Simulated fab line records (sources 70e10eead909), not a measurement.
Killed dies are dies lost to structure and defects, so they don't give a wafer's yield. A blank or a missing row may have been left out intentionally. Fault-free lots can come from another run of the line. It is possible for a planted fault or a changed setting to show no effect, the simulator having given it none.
A struck lot beside a sound one	flow nand_harc	17 out of 1159 route steps
Sound: these wafers, L449.2, L449.4, L449.6. Wafers L450.1, L450.4, L450.6 were the ones struck. Last of all comes the cause.
Per side, at each step with rows, come the tool, then ch with its chambers, and then its first start. Under that, the readings that differ: sound wafers	struck wafers	difference of the means	sigmas: that difference in standard deviations of wafers without a fault.
alike: readings whose means differ by less than 2 such deviations, and words and numbers that are the same on both sides. not compared: withheld readings, readings that some wafer has no value for, bounds like >300 that may hide the same value, and numbers for which the record gives no deviation and whose values overlap.
A row with sigmas, a row that says differs or no value, or rows on one side alone: a step with any of these is where the two part. When numbers do not overlap yet have no deviation, they are printed without sigmas and do not part them. A reading that every wafer of one side lacks parts them only if that side has two wafers or more.

first, 1 step without rows for these wafers: NHARC_A_SGD_CUT_ETCH_26 (etches SiO2 in dHF, target depth 45.8 nm).
NHARC_A_SGD_CUT_ETCHBACK_24: etches the open film in CH3F/O2, target depth 50 nm, time 92.857 s.
  sound on rie_diel-03 ch 1,3, day 19 00:31; struck on rie_diel-03 ch 1,2, day 19 12:55
  alike: drypump_motor_current_A, oes_product_au, rf_vpp_V, showerhead_plenum_p_Torr, throttle_valve_pct
  not compared: rf_hours_counter_h
NHARC_A_SGD_CUT_STRIP_28: strips in O2, time 20 s.
  sound on rie_diel-03 ch 2,3; struck on rie_diel-03 ch 1,2, day 19 13:04
  alike: drypump_motor_current_A, oes_product_au, rf_vpp_V, showerhead_plenum_p_Torr, throttle_valve_pct
  not compared: rf_hours_counter_h
NHARC_A_SGD_CUT_INSPECT_25:
  sound on defect_inspect-01, day 19 00:46; struck on defect_inspect-01, day 19 13:11
  alike: raw_defect_count
NHARC_A_SLIT_DEP_25: deposits SiO2, target thk 200 nm.
  sound on pecvd-03 ch 0,1, day 19 00:50; struck on pecvd-03 ch 0,2, day 19 13:29
  alike: chamber_pressure_Torr, heater_power_w, throttle_valve_pct
NHARC_A_SLIT_DEP_00: deposits aC, target thk 3200 nm.
  sound on acl_dep-03 ch 0, day 19 01:37; struck on acl_dep-02 ch 0, day 19 14:38
  alike: throttle_valve_pct
NHARC_A_SLIT_DEP_23: deposits SiON, target thk 100 nm.
  sound on pecvd-03 ch 0,1, day 19 03:17; struck on pecvd-01 ch 1,2, day 19 16:37
  alike: chamber_pressure_Torr, heater_power_w
then, 5 steps without rows for these wafers: NHARC_A_SLIT_DEHYDRATE_01 (time 120 s); NHARC_A_SLIT_HMDS_02 (time 30 s); NHARC_A_SLIT_COAT_03 (resist thk 90 nm); NHARC_A_SLIT_SOFTBAKE_04 (time 55 s); NHARC_A_SLIT_EBR_05.
NHARC_A_SLIT_EXPOSE_06: exposes mask SLIT.
  sound on arfi_scanner-03 ch 0, day 19 03:50; struck on arfi_scanner-02 ch 0, day 19 17:10
reading	sound	struck	difference	sigmas
exposure_dose_mJ_cm2	60.88 60.86 60.81	64.54 64.64 64.57	+3.73	+59
  alike: mask
then, 2 steps without rows for these wafers: NHARC_A_SLIT_PEB_07 (peb time 65 s); NHARC_A_SLIT_DEVELOP_08 (develop time 35 s).
NHARC_A_SLIT_CD_MEAS_09: the cd target is 300 nm.
  sound on cd_sem-03 ch 0, day 19 03:59; struck on cd_sem-03 ch 0, day 19 17:19
reading	sound	struck	difference	sigmas
cd_nm (nm)	300.3 300.3 301.2	304.4 303.3 304.5	+3.5	+6
NHARC_A_SLIT_OVL_MEAS_10:
  sound on overlay-02, day 19 04:05; struck on overlay-02, day 19 17:24
reading	sound	struck	difference	sigmas
overlay_y_nm (nm)	-1.0 -1.3 -2.0	0.5 0.7 0.4	+2.0	+2
  alike: overlay_x_nm

## WHERE THEY PART
Last at NHARC_A_SLIT_OVL_MEAS_10 as far as this record goes, first at NHARC_A_SLIT_EXPOSE_06.

WHY: what the simulator had put in
Drift in process parameters on arfi_scanner-02 at NHARC_A_SLIT_EXPOSE_06, starting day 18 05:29. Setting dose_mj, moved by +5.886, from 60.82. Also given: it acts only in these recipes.
